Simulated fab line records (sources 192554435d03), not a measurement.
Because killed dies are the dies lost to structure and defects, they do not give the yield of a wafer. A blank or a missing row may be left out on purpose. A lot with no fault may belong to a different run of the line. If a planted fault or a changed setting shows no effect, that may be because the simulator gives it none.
Split-lot experiment :: flow n5Finfet :: 21 wafers read from 7 lots, route of 1938 steps

## SPLIT DETAILS
At N5_WELL_APT_COAT_02 (resist thk 950 nm), the setting spinRpm was moved away from the recipe's 1357 rpm on 8 of the 21 wafers read, by -9.0% to +9.7%. All remaining wafers had this setting at the recipe value.

The reading comes from the split's own step.

## THE READING
coat_of_WELL_APT_COAT_02.thkNm (the simulator's own value, which no gauge read), in nm, at N5_WELL_APT_COAT_02 (resist thk 950 nm). The file does not state a usual value for it. Average 949.8 nm, standard deviation 4 nm, over the 13 wafers here run with the recipe.

wafer: L075.1
tool, chamber at the split: lithoTrack-05, 0
spinRpm as run, rpm: 1357
against the recipe: recipe
coat_of_WELL_APT_COAT_02.thkNm, nm: 944.2
against lot-mates on the recipe: -

wafer: L075.3
tool, chamber at the split: lithoTrack-05, 0
spinRpm as run, rpm: 1357
against the recipe: recipe
coat_of_WELL_APT_COAT_02.thkNm, nm: 945.1
against lot-mates on the recipe: -

wafer: L075.5
tool, chamber at the split: lithoTrack-05, 0
spinRpm as run, rpm: 1357
against the recipe: recipe
coat_of_WELL_APT_COAT_02.thkNm, nm: 946.5
against lot-mates on the recipe: -

wafer: L081.4
tool, chamber at the split: lithoTrack-01, 0
spinRpm as run, rpm: 1357
against the recipe: recipe
coat_of_WELL_APT_COAT_02.thkNm, nm: 948.3
against lot-mates on the recipe: -

wafer: L081.5
tool, chamber at the split: lithoTrack-01, 0
spinRpm as run, rpm: 1357
against the recipe: recipe
coat_of_WELL_APT_COAT_02.thkNm, nm: 948.6
against lot-mates on the recipe: -

wafer: L081.6
tool, chamber at the split: lithoTrack-01, 0
spinRpm as run, rpm: 1357
against the recipe: recipe
coat_of_WELL_APT_COAT_02.thkNm, nm: 951.3
against lot-mates on the recipe: -

wafer: L082.1
tool, chamber at the split: lithoTrack-01, 0
spinRpm as run, rpm: 1357
against the recipe: recipe
coat_of_WELL_APT_COAT_02.thkNm, nm: 948.6
against lot-mates on the recipe: -

wafer: L082.4
tool, chamber at the split: lithoTrack-01, 0
spinRpm as run, rpm: 1489
against the recipe: +9.7%
coat_of_WELL_APT_COAT_02.thkNm, nm: 905.5
against lot-mates on the recipe: -43.1

wafer: L082.5
tool, chamber at the split: lithoTrack-01, 0
spinRpm as run, rpm: 1489
against the recipe: +9.7%
coat_of_WELL_APT_COAT_02.thkNm, nm: 905.9
against lot-mates on the recipe: -42.7

wafer: L085.2
tool, chamber at the split: lithoTrack-01, 0
spinRpm as run, rpm: 1241
against the recipe: -8.5%
coat_of_WELL_APT_COAT_02.thkNm, nm: 988.9
against lot-mates on the recipe: +39.6

wafer: L085.4
tool, chamber at the split: lithoTrack-01, 0
spinRpm as run, rpm: 1357
against the recipe: recipe
coat_of_WELL_APT_COAT_02.thkNm, nm: 948.5
against lot-mates on the recipe: -

wafer: L085.6
tool, chamber at the split: lithoTrack-01, 0
spinRpm as run, rpm: 1357
against the recipe: recipe
coat_of_WELL_APT_COAT_02.thkNm, nm: 950
against lot-mates on the recipe: -

wafer: L086.4
tool, chamber at the split: lithoTrack-01, 0
spinRpm as run, rpm: 1357
against the recipe: recipe
coat_of_WELL_APT_COAT_02.thkNm, nm: 948.9
against lot-mates on the recipe: -

wafer: L086.5
tool, chamber at the split: lithoTrack-01, 0
spinRpm as run, rpm: 1428
against the recipe: +5.2%
coat_of_WELL_APT_COAT_02.thkNm, nm: 926.1
against lot-mates on the recipe: -22.8

wafer: L086.6
tool, chamber at the split: lithoTrack-01, 0
spinRpm as run, rpm: 1428
against the recipe: +5.2%
coat_of_WELL_APT_COAT_02.thkNm, nm: 925.2
against lot-mates on the recipe: -23.7

wafer: L089.4
tool, chamber at the split: lithoTrack-01, 0
spinRpm as run, rpm: 1235
against the recipe: -9.0%
coat_of_WELL_APT_COAT_02.thkNm, nm: 998.2
against lot-mates on the recipe: +45.1

wafer: L089.5
tool, chamber at the split: lithoTrack-01, 0
spinRpm as run, rpm: 1235
against the recipe: -9.0%
coat_of_WELL_APT_COAT_02.thkNm, nm: 996.5
against lot-mates on the recipe: +43.4

wafer: L089.6
tool, chamber at the split: lithoTrack-01, 0
spinRpm as run, rpm: 1357
against the recipe: recipe
coat_of_WELL_APT_COAT_02.thkNm, nm: 953.1
against lot-mates on the recipe: -

wafer: L097.1
tool, chamber at the split: lithoTrack-04, 0
spinRpm as run, rpm: 1357
against the recipe: recipe
coat_of_WELL_APT_COAT_02.thkNm, nm: 955.2
against lot-mates on the recipe: -

wafer: L097.2
tool, chamber at the split: lithoTrack-04, 0
spinRpm as run, rpm: 1409
against the recipe: +3.8%
coat_of_WELL_APT_COAT_02.thkNm, nm: 938.3
against lot-mates on the recipe: -19.0

wafer: L097.3
tool, chamber at the split: lithoTrack-04, 0
spinRpm as run, rpm: 1357
against the recipe: recipe
coat_of_WELL_APT_COAT_02.thkNm, nm: 959.3
against lot-mates on the recipe: -

THE FIT
A straight line over all 21 wafers: coat_of_WELL_APT_COAT_02.thkNm changes by -4.77 nm for each +1% of spinRpm; r = -0.99; the points scatter about the line by 3.9 nm.
The same after taking each lot's own level away (the mean of its wafers on the recipe; 21 wafers): -4.64 nm for each +1%; r = -1.00; scatter 1.5 nm.
That fit puts the effect of the largest move of spinRpm on the reading at 45 nm.
Measured against the standard deviation above, the lots' own levels, which go from 945.27 to 957.25 nm, span 3.0 times it.
The two slopes agree, so the slope changes little with the lot-to-lot level.
Check: for one of the wafers moved furthest among these (+9.7%), held out of the fit, the line's prediction against its lot-mates is -45.1 nm. Against them it came out at -43.1 nm.

## FILE'S OWN FIT
coat_of_WELL_APT_COAT_02.thkNm changes by -4.64 nm for each +1% of spinRpm, r = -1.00.
